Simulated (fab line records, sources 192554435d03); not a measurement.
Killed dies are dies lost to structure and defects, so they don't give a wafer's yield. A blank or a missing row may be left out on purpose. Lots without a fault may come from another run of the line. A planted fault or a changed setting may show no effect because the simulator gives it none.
Chamber matching | flow n5_finfet | N5_BEOL_M0_SAQP_MANDREL1_REMOVE_100 on rie_si-03: 4 sister chambers
The step chemistry HBr/Cl2/O2, target a-Si, stops on SiNx, bt time 10 s. 14 wafers are shown with their chamber, then 7 later ones without.

WAFERS WITH THEIR CHAMBER
wafer  | chamber | drypump_motor_current_A (A) | oes_product_au (a.u.)
L074.3 | 1       | 6.4                         | 0.990
L074.4 | 0       | 5.0                         | 1.000
L074.6 | 3       | 5.2                         | 1.043
L075.1 | 0       | 5.0                         | 0.991
L075.3 | 2       | 5.8                         | 0.991
L075.6 | 1       | 6.4                         | 0.988
L076.1 | 2       | 5.8                         | 1.002
L076.4 | 1       | 6.4                         | 0.983
L076.6 | 3       | 5.3                         | 1.029
L083.2 | 1       | 6.4                         | 0.989
L083.3 | 2       | 5.8                         | 0.989
L083.4 | 3       | 5.3                         | 1.029
L086.3 | 1       | 6.4                         | 0.994
L086.4 | 3       | 5.3                         | 1.023

SIGNATURES (means of the wafers above)
reading                 | chamber 0 | chamber 1 | chamber 2 | chamber 3 | scatter within a chamber
drypump_motor_current_A | 5.000     | 6.400     | 5.800     | 5.275     | 0.0274
oes_product_au          | 0.99550   | 0.98880   | 0.99400   | 1.03100   | 0.00646
Rule: a wafer's distance from a chamber is the root of the sum, over the readings, of the square of ((its reading less the chamber's mean) divided by the reading's scatter). The wafer belongs to the nearest chamber; if the next one is less than 2 further off, it can't be placed. The scatter: the root of (the sum of the squares of (reading less its chamber's mean) over the shown wafers, divided by (wafers less chambers)).

WAFERS WITHOUT THEIR CHAMBER
wafer  | drypump_motor_current_A (A) | oes_product_au (a.u.)
L086.5 | 5.0                         | 0.981
L094.2 | 5.8                         | 0.993
L094.3 | 5.0                         | 0.995
L094.4 | 5.3                         | 1.038
L095.2 | 5.0                         | 1.000
L095.3 | 5.8                         | 0.995
L095.5 | 5.0                         | 0.997

WHICH CHAMBER EACH WENT THROUGH
wafer  | from the rows above | in truth
L086.5 | 0                   | 0
L094.2 | 2                   | 2
L094.3 | 0                   | 0
L094.4 | 3                   | 3
L095.2 | 0                   | 0
L095.3 | 2                   | 2
L095.5 | 0                   | 0
Placed correctly: 7 of 7. Can't be placed from these rows: 0. Placed wrongly: 0.
